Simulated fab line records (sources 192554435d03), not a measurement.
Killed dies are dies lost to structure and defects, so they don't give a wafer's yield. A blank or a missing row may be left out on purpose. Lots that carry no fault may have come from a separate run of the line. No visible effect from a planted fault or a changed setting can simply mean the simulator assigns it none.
fab line records | flow n5-finfet
record lots=11 wafers=30 last-day=17
route steps=1938 shown BEOL_M6@1232 PASSIVATION@1936
lots with no fault: from the same line, run without faults
start-h: hours from the record's first day to the start of the lot's first wafer shown | wait-h: time in hours since the lot's previous step | " as in the row above | L1.1+2: a row that stands for several wafers | - value missing, or start not given | * or withheld: withheld | < > ~ a bound
route shown NAME@n: names a module that has steps shown in the file, with the first one's number in the route | usual: mean/standard deviation taken from wafers without a fault | same: alike in all rows | chamber/n: place in a boat | sites: each site's reading | _std_site: how widely they spread, as a standard deviation | _edge_site: the outer-site mean with the inner-site mean subtracted | radius-mm: for every site, how far away it sits from the centre of the wafer | mask NAME#n: copy n | behind: the most recent tool/chamber to have shaped the wafer | hold: reason for holding the lot/hours on hold/outcome of the hold | device: whichever transistor did not switch (one of n, p or np) | end of line: at the end of the route, the tests of the same wafers | step lacking rows: just its recipe | killed: the dies lost at the first sort to structure and to defects; this is not the yield of the wafer | map: a wafer's dies, x killed, . not, _ none there
set.NAME: the run value of the setting; set.NAME@STEP: its run value at that earlier step | model.NAME: the simulator's own value behind a step, which no gauge read
steps of the route over a sample of lots; a table a step, a row a wafer
services: from which hour (start-h, from the record's first day; less than 0 if before it) a tool's chamber was out of use, for how many hours, and why
## steps
# step N5_BEOL_M6_ETCH_65
# recipe chemistry=CF4 target=SiARC target-depth-a=156 mask-material=CAR-EUV time-s=26 ion-energy-ev=80 pressure-mtorr=40 source-w=545 bias-w=36 Ar_flow_sccm=100 cf4-flow-sccm=100 ends=cleared
# usual drypump-motor-current-A=5.7/0.37 etch-rf-on-time-s=26.1/0.84 oes-product-au=0.67/0.083 rf-vpp-V=184.3/1.2 showerhead-plenum-p-Torr=2.16/0.064 throttle-valve-pct=15.63/0.23
# columns lot.wafer tool chamber start-h wait-h drypump-motor-current-A etch-rf-on-time-s oes-product-au rf-hours-counter-h rf-vpp-V showerhead-plenum-p-Torr throttle-valve-pct
L137.2 rie-diel-05 1 195.87 0.0 5.6 27.0 0.62 196 185.7 2.19 15.62
L137.5 " 1 " " 5.6 27.0 0.62 - 183.8 2.19 15.63
L138.3 rie-diel-05 2 204.54 0.0 5.2 27.2 0.59 224 185.8 2.21 16.00
L138.5 " 0 " " 5.4 25.5 0.64 - 183.3 2.21 15.93
L138.6 " 1 " " 5.6 27.4 0.61 - 184.9 2.19 15.62
L142.2 rie-diel-03 1 224.30 0.0 5.7 26.1 0.70 78 185.6 2.15 15.40
L142.3 " 0 " " 5.9 27.0 0.61 197 185.9 2.22 15.56
L142.4 " 3 " " 5.7 25.2 0.68 132 181.7 2.06 15.26
L143.2 rie-diel-05 1 227.17 0.0 5.6 26.9 0.61 208 185.6 2.19 15.64
L143.4 " 0 " " 5.4 25.3 0.64 204 184.7 2.21 15.97
L143.6 " 1 " " 5.6 26.9 0.61 - 185.4 2.19 15.65
L146.3 rie-diel-05 0 250.50 0.0 5.4 25.3 0.64 211 185.5 2.20 16.00
L146.4 " 2 " " 5.2 27.1 0.59 239 184.6 2.20 16.03
L146.5 " 0 " " 5.4 25.1 0.64 - 185.4 2.20 15.99
L148.1 rie-diel-01 2 262.02 0.0 5.7 24.5 0.80 16 183.6 2.09 15.61
L148.2 " 1 " " 5.8 26.4 0.58 232 183.7 2.12 15.46
L148.6 " 1 " " 5.8 26.4 0.59 - 182.9 2.12 15.46
L149.2 rie-diel-03 0 265.31 0.0 5.9 26.8 0.61 211 186.2 2.22 15.61
L149.6 " 2 " " 5.0 26.9 0.60 - 183.3 2.13 15.59
L151.2 rie-diel-01 1 290.47 0.0 5.8 26.6 0.58 244 184.7 2.12 15.48
L151.4 " 2 " " 5.7 24.7 0.78 - 183.3 2.09 15.64
L157.1 rie-diel-01 3 313.31 0.0 5.6 24.7 0.84 5 183.8 2.12 15.59
L157.5 " 0 " " 5.9 26.2 0.71 - 183.7 2.09 15.50
L157.6 " 3 " " 5.5 24.6 0.83 - 183.4 2.12 15.58
L158.1 rie-diel-05 3 317.38 0.0 6.5 25.3 0.78 42 186.1 2.28 15.46
L158.3 " 0 " " 5.4 25.6 0.62 239 185.3 2.19 16.03
L158.4 " 2 " " 5.2 27.0 0.82 5 184.7 2.20 15.61
L160.2 rie-diel-05 0 329.05 0.0 5.4 25.6 0.61 244 184.8 2.19 16.05
L160.4 " 0 " " 5.4 25.9 0.60 - 183.6 2.19 16.05
L160.5 " 2 " " 5.2 27.3 0.80 - 184.3 2.20 15.60
# step N5_BEOL_M6_ETCH_66
# recipe chemistry=N2/H2 target=SOC target-depth-a=800 overetch-a=160 mask-material=SiARC temp-c=40 time-s=120 ion-energy-ev=200 pressure-mtorr=30 source-w=840 bias-w=150 n2-flow-sccm=200 h2-flow-sccm=200
# usual drypump-motor-current-A=5.7/0.38 oes-product-au=0.60/0.068 rf-vpp-V=524.8/2.3 showerhead-plenum-p-Torr=2.57/0.071 throttle-valve-pct=17.85/0.29
# columns lot.wafer tool chamber start-h wait-h drypump-motor-current-A oes-product-au rf-hours-counter-h rf-vpp-V showerhead-plenum-p-Torr throttle-valve-pct
L137.2 rie-diel-05 1 195.90 0.0 5.6 0.57 196 525.4 2.60 17.68
L137.5 " 1 " " 5.6 0.57 - 526.0 2.60 17.69
L138.3 rie-diel-05 2 204.57 0.0 5.2 0.55 224 525.8 2.64 18.32
L138.5 " 0 " " 5.4 0.57 - 525.5 2.63 18.29
L138.6 " 1 " " 5.6 0.57 - 526.9 2.60 17.71
L142.2 rie-diel-03 1 224.33 0.0 5.7 0.63 78 525.1 2.58 17.75
L142.3 " 0 " " 5.9 0.57 197 528.0 2.63 17.66
L142.4 " 3 " " 5.6 0.60 132 520.8 2.46 17.52
L143.2 rie-diel-05 1 227.20 0.0 5.6 0.56 208 526.4 2.59 17.71
L143.4 " 0 " " 5.4 0.57 204 526.2 2.63 18.29
L143.6 " 1 " " 5.6 0.56 - 527.0 2.59 17.71
L146.3 rie-diel-05 0 250.53 0.0 5.4 0.56 211 525.8 2.63 18.31
L146.4 " 2 " " 5.2 0.54 239 525.5 2.63 18.33
L146.5 " 0 " " 5.4 0.56 - 525.7 2.63 18.31
L148.1 rie-diel-01 2 262.05 0.0 5.8 0.69 16 523.3 2.49 17.92
L148.2 " 1 " " 5.7 0.53 232 523.0 2.50 17.52
L148.6 " 1 " " 5.8 0.53 - 523.7 2.50 17.52
L149.2 rie-diel-03 0 265.34 0.0 5.9 0.56 211 526.1 2.62 17.69
L149.6 " 2 " " 5.0 0.56 - 523.3 2.53 17.80
L151.2 rie-diel-01 1 290.49 0.0 5.8 0.52 244 522.3 2.50 17.52
L151.4 " 2 " " 5.7 0.68 - 521.4 2.49 17.90
L157.1 rie-diel-01 3 313.34 0.0 5.6 0.72 5 521.4 2.50 17.79
L157.5 " 0 " " 5.9 0.64 - 521.9 2.49 17.85
L157.6 " 3 " " 5.5 0.72 - 524.1 2.50 17.80
L158.1 rie-diel-05 3 317.41 0.0 6.5 0.68 42 528.7 2.68 17.55
L158.3 " 0 " " 5.4 0.55 239 526.2 2.61 18.36
L158.4 " 2 " " 5.2 0.74 5 526.6 2.62 18.01
L160.2 rie-diel-05 0 329.08 0.0 5.4 0.55 244 526.7 2.61 18.36
L160.4 " 0 " " 5.4 0.55 - 525.0 2.61 18.35
L160.5 " 2 " " 5.2 0.74 - 525.1 2.62 18.03
# step N5_BEOL_M6_ETCH_41
# recipe chemistry=CH3F/O2 target=SiCN target-depth-a=297 taper-deg=2 time-s=52 ion-energy-ev=120 mask-material=TiN pressure-mtorr=30 source-w=395 bias-w=75 Ar_flow_sccm=150 CH3F_flow_sccm=30 O2_flow_sccm=20
# usual drypump-motor-current-A=5.7/0.38 oes-product-au=0.79/0.096 rf-vpp-V=297.9/1.5 showerhead-plenum-p-Torr=2.02/0.065 throttle-valve-pct=16.34/0.23
# columns lot.wafer tool chamber start-h wait-h drypump-motor-current-A oes-product-au rf-hours-counter-h rf-vpp-V showerhead-plenum-p-Torr throttle-valve-pct
L137.2 rie-diel-05 1 - - 5.6 0.72 197 299.9 2.05 16.35
L137.5 " 1 " " 5.6 0.73 - 297.0 2.05 16.34
L138.3 rie-diel-05 2 - - 5.2 0.70 224 299.4 2.06 16.68
L138.5 " 0 " " 5.4 0.75 - 298.8 2.06 16.63
L138.6 " 1 " " 5.6 0.73 - 298.9 2.05 16.35
L142.2 rie-diel-03 1 - - 5.6 0.82 78 298.6 2.01 16.12
L142.3 " 0 " " 5.9 0.73 197 299.1 2.07 16.25
L142.4 " 3 " " 5.7 0.78 132 295.6 1.91 15.91
L143.2 rie-diel-05 1 - - 5.6 0.73 208 298.0 2.05 16.38
L143.4 " 0 " " 5.4 0.75 204 299.0 2.06 16.65
L143.6 " 1 " " 5.7 0.73 - 299.1 2.05 16.39
L146.3 rie-diel-05 0 - - 5.4 0.74 211 298.9 2.06 16.66
L146.4 " 2 " " 5.2 0.69 239 298.2 2.05 16.70
L146.5 " 0 " " 5.4 0.74 - 298.0 2.06 16.68
L148.1 rie-diel-01 2 - - 5.7 0.92 17 296.0 1.95 16.30
L148.2 " 1 " " 5.8 0.69 232 296.7 1.97 16.08
L148.6 " 1 " " 5.7 0.69 - 296.3 1.97 16.11
L149.2 rie-diel-03 0 - - 5.9 0.72 211 297.9 2.07 16.25
L149.6 " 2 " " 5.0 0.71 - 296.6 1.98 16.25
L151.2 rie-diel-01 1 - - 5.8 0.68 244 295.5 1.97 16.11
L151.4 " 2 " " 5.7 0.89 - 295.9 1.95 16.31
L157.1 rie-diel-01 3 - - 5.6 0.96 5 296.7 1.98 16.34
L157.5 " 0 " " 5.9 0.82 - 294.9 1.95 16.25
L157.6 " 3 " " 5.5 0.96 - 297.3 1.98 16.35
L158.1 rie-diel-05 3 - - 6.5 0.89 42 301.7 2.14 16.25
L158.3 " 0 " " 5.4 0.71 239 298.0 2.05 16.73
L158.4 " 2 " " 5.2 0.96 5 298.3 2.05 16.29
L160.2 rie-diel-05 0 - - 5.4 0.72 244 298.9 2.04 16.73
L160.4 " 0 " " 5.4 0.71 - 299.2 2.04 16.74
L160.5 " 2 " " 5.2 0.95 - 298.7 2.05 16.31
# step N5_BEOL_M6_ALD_77
# recipe material=TaN target-thk-a=20 temp-c=275 ald-precursor-family=PDMAT ald-co-reactant=NH3 pressure-torr=3 carrier-flow-sccm=1500 pulse-time-s=2 purge-time-s=3 co-reactant-purge-time-s=2 co-reactant-pulse-time-s=3 ald-cycles=40 precursor-vessel-temp-c=75 precursor-vessel-pressure-torr=26.25 precursor-vessel-carrier-sccm=1000
# usual ald-cycles=40/0 heater-power-w=411/43
# same co-reactant-purge-time-s=2 pulse-time-s=2
# columns lot.wafer tool chamber start-h wait-h ald-cycles heater-power-w since-wet-clean-h
L137.2 ald-metal-03 1 197.15 0.1 40 455 1398
L137.5 " 0 " " 40 512 -
L138.3 ald-metal-02 0 205.77 0.1 40 384 2946
L138.5 " 0 " " 40 387 -
L138.6 " 1 " " 40 355 -
L142.2 ald-metal-04 2 225.34 0.0 40 416 4504
L142.3 " 1 " " 40 398 4504
L142.4 " 3 " " 40 374 4504
L143.2 ald-metal-02 3 228.30 0.1 40 351 2968
L143.4 " 1 " " 40 358 2968
L143.6 " 0 " " 40 385 -
L146.3 ald-metal-04 0 253.43 0.0 40 435 4532
L146.4 " 2 " " 40 411 4532
L146.5 " 3 " " 40 373 -
L148.1 ald-metal-04 3 263.06 0.1 40 365 4541
L148.2 " 2 " " 53 420 4541
L148.6 " 1 " " 40 391 -
L149.2 ald-metal-04 1 266.67 0.0 53 397 4545
L149.6 " 1 " " 40 399 -
L151.2 ald-metal-04 2 291.64 0.0 53 410 4570
L151.4 " 3 " " 40 373 4570
L157.1 ald-metal-03 3 314.60 0.3 40 426 1516
L157.5 " 0 " " 40 510 -
L157.6 " 3 " " 40 435 -
L158.1 ald-metal-03 0 318.43 0.0 40 496 1520
L158.3 " 3 " " 40 423 1520
L158.4 " 2 " " 40 434 1520
L160.2 ald-metal-02 2 330.71 0.2 40 449 3071
L160.4 " 3 " " 40 347 3071
L160.5 " 2 " " 40 449 -
# step N5_PASSIVATION_PROBE_49
# usual defect-limited-yield=90.9/1.6 killed_at_M0_to_M3=34/11 killed_at_M4_up=14/5.7 killed-at-contacts=13/6.5 killed-at-front-end=43/11 killed-at-other=4/3.1 killed-dies=107/19 killed-open=71/14 killed-short=35/7.9 sort_bin_5_function=5.3/1.1 sort_bin_6_memory=3.4/0.74 sort_bin_8_speed=0.00/0.014 sort-n-pass=1073/19
# same gross-dies=1180 killed-at-back-side=0 sort_bin_4_leakage[%]=0
# columns lot.wafer tool chamber start-h wait-h defect-limited-yield[%] killed_at_M0_to_M3 killed_at_M4_up killed-at-contacts killed-at-front-end killed-at-other killed-dies killed-open killed-short sort_bin_5_function[%] sort_bin_6_memory[%] sort_bin_8_speed[%] sort-n-pass
L151.4 prober-01 - 370.28 0.2 91.7 25 13 4 47 9 98 56 42 4.5 3.3 0 1082
# killed by level:class
L151.4 STI_FIN_REVEAL:geometric-particle:open=12 GATE_CUT:geometric-particle:short=8 BEOL_M0_SAQP:geometric-particle:short=8 DUMMY_GATE:geometric-particle:open=5 BEOL_M0_SAQP:geometric-particle:open=5 DUMMY_GATE:geometric-particle:short=4 MOL_CONTACT_COAG:geometric-particle:open=4 BEOL_M4:geometric-particle:open=4
## services
# columns tool chamber start-h hours kind
rie-diel-01 - 179.88 15.6 pm
rie-diel-05 3 180.98 - clean
rie-diel-05 3 180.98 - consumable-replace:focus-ring
rie-diel-05 3 180.98 - consumable-replace:showerhead
rie-diel-05 3 180.98 20.5 scheduled-down
rie-diel-05 3 180.98 20.5 vent-cycle
ald-metal-04 1 194.18 6.9 repair
rie-diel-01 - 198.29 0.4 repair
rie-diel-01 0 243.88 4.7 repair
ald-metal-04 - 250.67 0.6 repair
rie-diel-01 - 251.62 1.0 repair
ald-metal-02 - 266.31 6.0 pm
rie-diel-05 2 283.91 - clean
rie-diel-05 2 283.91 - consumable-replace:focus-ring
rie-diel-05 2 283.91 21.9 scheduled-down
rie-diel-05 2 283.91 21.9 vent-cycle
ald-metal-04 3 290.06 1.5 repair
ald-metal-03 3 296.05 1.6 repair
rie-diel-03 - 296.94 2.7 repair
ald-metal-03 1 297.75 5.9 repair
rie-diel-03 - 300.72 0.3 repair
rie-diel-01 1 309.69 18.4 repair
ald-metal-04 - 323.66 0.5 repair
rie-diel-05 1 326.19 19.6 repair
## key
first-sign step=N5_BEOL_M6_ALD_77 reading=ald-cycles direction=up sigmas=99+ usual=* struck=*
effect none on later readings
met-at N5_BEOL_M6_ALD_77
struck-lots L148,L149,L151
struck-wafers L148.2,L149.2,L151.2
not-acting-at N5_BEOL_M6_ETCH_65,N5_BEOL_M6_ETCH_66,N5_BEOL_M6_ETCH_41
onset-between 253.43 263.06
fault kind=process-parameter-drift tool=ald-metal-04 chamber=- onset-h=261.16 steps=N5_BEOL_M6_ALD_77 channel=ald-cycles offset=* shape=step end-h=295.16 scope=struck-wafers-only acts-in=* stated=*
